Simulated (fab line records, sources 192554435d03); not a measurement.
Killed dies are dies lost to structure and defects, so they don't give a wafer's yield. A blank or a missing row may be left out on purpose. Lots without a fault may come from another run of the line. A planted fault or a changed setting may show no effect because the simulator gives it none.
Chamber matching | flow n5_finfet | N5_HKMG_FIN_ALD_71 on ald_metal-02: 4 sister chambers
The step deposits TiN, target thk 1 nm, pulse time 1 s, purge time 3 s. 22 wafers are shown with their chamber, then 11 later ones without.

WAFERS WITH THEIR CHAMBER
wafer  | chamber | heater_power_outer_w (W) | heater_power_w (W) | precursor_pulse_height_rel
L076.1 | 1       | 521                      | 852                | 1.019
L076.4 | 3       | 550                      | 890                | 0.987
L076.5 | 2       | 463                      | 787                | 0.953
L077.3 | 1       | 528                      | 885                | 1.025
L077.5 | 2       | 453                      | 780                | 1.000
L077.6 | 3       | 538                      | 877                | 0.989
L078.1 | 3       | 559                      | 893                | 0.983
L078.2 | 0       | 524                      | 870                | 1.031
L078.5 | 0       | 540                      | 906                | 1.024
L082.3 | 1       | 529                      | 890                | 0.986
L082.5 | 1       | 514                      | 841                | 1.014
L082.6 | 2       | 467                      | 793                | 0.986
L085.1 | 3       | 552                      | 866                | 0.964
L085.3 | 1       | 523                      | 899                | 1.031
L085.6 | 0       | 530                      | 905                | 0.975
L086.3 | 0       | 534                      | 899                | 0.966
L086.4 | 3       | 544                      | 894                | 0.997
L086.5 | 3       | 560                      | 882                | 0.967
L090.2 | 2       | 446                      | 767                | 0.990
L090.3 | 3       | 549                      | 876                | 0.989
L090.4 | 1       | 519                      | 869                | 1.021
L092.1 | 0       | 529                      | 890                | 0.983

SIGNATURES (means of the wafers above)
reading                    | chamber 0 | chamber 1 | chamber 2 | chamber 3 | scatter within a chamber
heater_power_outer_w       | 531.40    | 522.33    | 457.25    | 550.29    | 7.23
heater_power_w             | 894.00    | 872.67    | 781.75    | 882.57    | 15.8
precursor_pulse_height_rel | 0.99580   | 1.01600   | 0.98225   | 0.98229   | 0.0196
Rule: a wafer's distance from a chamber is the root of the sum, over the readings, of the square of ((its reading less the chamber's mean) divided by the reading's scatter). The wafer belongs to the nearest chamber; if the next one is less than 2 further off, it can't be placed. The scatter: the root of (the sum of the squares of (reading less its chamber's mean) over the shown wafers, divided by (wafers less chambers)).

WAFERS WITHOUT THEIR CHAMBER
wafer  | heater_power_outer_w (W) | heater_power_w (W) | precursor_pulse_height_rel
L092.2 | 563                      | 863                | 0.995
L092.3 | 520                      | 895                | 1.013
L093.1 | 461                      | 777                | 1.008
L093.3 | 519                      | 860                | 1.052
L093.5 | 527                      | 892                | 0.997
L094.1 | 534                      | 917                | 1.016
L094.4 | 519                      | 869                | 1.025
L094.5 | 555                      | 909                | 0.996
L095.2 | 545                      | 888                | 0.994
L095.3 | 529                      | 879                | 1.004
L095.6 | 543                      | 917                | 0.958

WHICH CHAMBER EACH WENT THROUGH
wafer  | from the rows above          | in truth
L092.2 | 3                            | 3
L092.3 | can't be placed: 1 or 0      | 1
L093.1 | 2                            | 2
L093.3 | can't be placed: 1 or 0      | 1
L093.5 | can't be placed: 0 or 1      | 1
L094.1 | can't be placed: 0 or 1 or 3 | 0
L094.4 | 1                            | 1
L094.5 | can't be placed: 3 or 0      | 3
L095.2 | can't be placed: 3 or 0      | 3
L095.3 | can't be placed: 0 or 1      | 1
L095.6 | can't be placed: 3 or 0      | 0
Placed correctly: 3 of 11. Can't be placed from these rows: 8 (the true chamber is among the candidates in 8). Placed wrongly: 0.
